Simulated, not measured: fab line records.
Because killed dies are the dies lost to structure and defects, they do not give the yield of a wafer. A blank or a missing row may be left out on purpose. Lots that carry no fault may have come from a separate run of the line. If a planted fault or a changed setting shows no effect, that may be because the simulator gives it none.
Chamber matching	flow n5-finfet	N5_BEOL_M10_ETCH_61 on rie-diel-02 has 3 sister chambers
The step etches SiARC in CF4, target depth 39 nm, time 65 s. 16 wafers are shown with their chamber, then 7 later ones without.

## WAFERS, EACH WITH ITS CHAMBER
wafer	chamber	drypump-motor-current-A (A)	showerhead-plenum-p-Torr (Torr)	etch-rf-on-time-s (s)
L075.4	1	4.7	2.15	65.3
L075.5	1	4.7	2.15	65.9
L075.6	0	5.7	2.19	64.0
L082.2	1	4.7	2.14	65.1
L082.4	3	5.1	2.20	66.2
L082.5	0	5.7	2.19	63.1
L081.3	3	5.1	2.20	65.8
L081.5	0	5.6	2.19	62.5
L081.6	3	5.1	2.20	65.9
L090.2	1	4.7	2.14	66.0
L090.3	3	5.1	2.20	66.3
L090.4	0	5.6	2.18	63.3
L092.2	1	4.7	2.14	65.8
L092.5	0	5.7	2.18	63.6
L092.6	1	4.7	2.14	65.9
L095.2	3	5.1	2.19	66.9

SIGNATURES (means of the wafers above)
reading	chamber 0	chamber 1	chamber 3	scatter within a chamber
drypump-motor-current-A	5.660	4.700	5.100	0.0304
showerhead-plenum-p-Torr	2.1860	2.1433	2.1980	0.00506
etch-rf-on-time-s	63.300	65.667	66.220	0.456
Rule: a wafer lies at a distance from a chamber equal to the root of the sum of squares, over the readings, of (its reading less the chamber's mean, divided by the reading's scatter). If the next closest chamber is less than 2 further off than the closest, the wafer can't be placed; otherwise it belongs to the closest. How the scatter is found: for the shown wafers, subtract from each reading the mean of its chamber, square and add these, divide the total by (wafers less chambers), then take the root.

## WAFERS WITH NO CHAMBER GIVEN
wafer	drypump-motor-current-A (A)	showerhead-plenum-p-Torr (Torr)	etch-rf-on-time-s (s)
L095.3	5.6	2.18	63.3
L095.6	4.7	2.13	66.3
L097.1	4.6	2.13	66.2
L097.3	5.1	2.19	67.0
L097.6	5.7	2.18	63.8
L096.4	5.1	2.19	67.2
L096.6	4.7	2.13	66.2

## WHICH CHAMBER EACH ONE RAN IN
wafer	from the rows above	in truth
L095.3	0	0
L095.6	1	1
L097.1	1	1
L097.3	3	3
L097.6	0	0
L096.4	3	3
L096.6	1	1
Correctly placed: 7 of 7. Number that these rows cannot place: 0. Number placed wrongly: 0.
